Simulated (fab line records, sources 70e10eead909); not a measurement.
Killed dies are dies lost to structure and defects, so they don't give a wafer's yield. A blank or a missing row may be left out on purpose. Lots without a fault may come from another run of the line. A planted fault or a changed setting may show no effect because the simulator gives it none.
A struck lot beside a sound one | flow nand_harc | 13 steps out of a route of 1302
Sound: wafers L152.1, L152.3, L152.4. Struck: wafer L165.2. (L165.1, L165.5 of the same lot were not struck and are left out.) The cause comes at the end.
At each step with rows: each side's tool, then ch and its chambers, then its first start. Under that, the readings that differ: sound wafers | struck wafers | difference of the means | sigmas: that difference in standard deviations of wafers without a fault.
alike: readings whose means differ by less than 2 such deviations, and words and numbers that are the same on both sides. not compared: withheld readings, readings that some wafer has no value for, bounds like >300 that may hide the same value, and numbers for which the record gives no deviation and whose values overlap.
The two part at a step that has a row with sigmas, a row that says differs or no value, or rows on one side only. Numbers that don't overlap but have no deviation are shown without sigmas and don't part them. A reading that every wafer of one side lacks parts them only if that side has two wafers or more.

NHARC_P_CONTACT_ETCH_36: etches the open film in N2/H2, target depth 260 nm, time 406.25 s.
  sound on rie_diel-08 ch 0,1,3; struck on rie_diel-13 ch 3
  reading                | sound       | struck | difference | sigmas
  rf_hours_counter_h (h) | 0.6 0.6 0.1 | 5.0    | +4.6       |
  alike: drypump_motor_current_A, oes_product_au, rf_vpp_V, showerhead_plenum_p_Torr, throttle_valve_pct
NHARC_P_CONTACT_ETCH_18: etches the open film in C4F8/O2/Ar, target depth 481 nm, time 240.5 s.
  sound on rie_diel-08 ch 0,1,2; struck on rie_diel-13 ch 2
  reading                | sound       | struck | difference | sigmas
  rf_hours_counter_h (h) | 0.8 0.7 0.3 | 4.7    | +4.1       |
  alike: oes_product_au, rf_vpp_V
then, 2 steps without rows for these wafers: NHARC_P_CONTACT_STRIP_37 (strips in C4F8/O2/Ar); NHARC_P_CONTACT_ETCH_31 (etches the open film in CH3F/O2, target depth 30 nm, time 85.7 s).
NHARC_P_CONTACT_CD_MEAS_19:
  sound on cd_sem-02, day 9 15:19; struck on cd_sem-02, day 14 23:58
  alike: cd_nm
NHARC_P_CONTACT_STRIP_28: strips in O2.
  sound on rie_diel-13 ch 0,1,2, day 9 15:23; struck on rie_diel-10 ch 1, day 15 00:02
  reading                | sound       | struck | difference | sigmas
  rf_hours_counter_h (h) | 0.8 0.9 0.8 | 4.5    | +3.7       |
  alike: drypump_motor_current_A, oes_product_au, rf_vpp_V, showerhead_plenum_p_Torr, throttle_valve_pct
then, 1 step without rows for these wafers: NHARC_P_CONTACT_STRIP_29 (strips in post etch residue remover, time 1200 s).
NHARC_P_CONTACT_DEGAS_38: time 60 s.
  sound on pvd_sputter-02, day 9 16:01; struck on pvd_sputter-03, day 15 00:40
  alike: heater_power_w
then, 1 step without rows for these wafers: NHARC_P_CONTACT_PRE_CLEAN_39 (time 19.5 s).
NHARC_P_CONTACT_PVD_32: deposits Ti, target thk 5 nm, time 17.7 s.
  sound on pvd_sputter-02; struck on pvd_sputter-03
  alike: chamber_pressure_pa, throttle_valve_pct
then, 2 steps without rows for these wafers: NHARC_P_CONTACT_ALD_22 (deposits TiN, target thk 3 nm, pulse time 1 s, ald cycles 150); NHARC_P_CONTACT_CVD_23 (deposits W, target thk 200 nm, time 557 s).
NHARC_P_CONTACT_CMP_24: polishes, t overpolish 30 s, target thk 200 nm.
  sound on cmp-03 ch 0,1,2, day 9 17:08; struck on cmp-04 ch 2, day 15 01:45
  reading                      | sound                | struck | difference | sigmas
  overpolish_run_s (s)         | 29.998 29.997 29.994 | 30.016 | +0.020     | +2
  retaining_ring_pressure_frac | 1.002 0.999 0.998    | 1.009  | +0.009     | +2
  time_to_endpoint_s (s)       | 40.1 40.1 37.6       | 24.1   | -15.2      | -7
  alike: motor_current_A

WHERE THEY PART
Only at NHARC_P_CONTACT_CMP_24, within this record.

WHY: what the simulator had put in
Process parameter drift: cmp-04, from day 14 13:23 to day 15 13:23, at NHARC_P_CONTACT_CMP_24. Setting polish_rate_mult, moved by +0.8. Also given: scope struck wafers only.
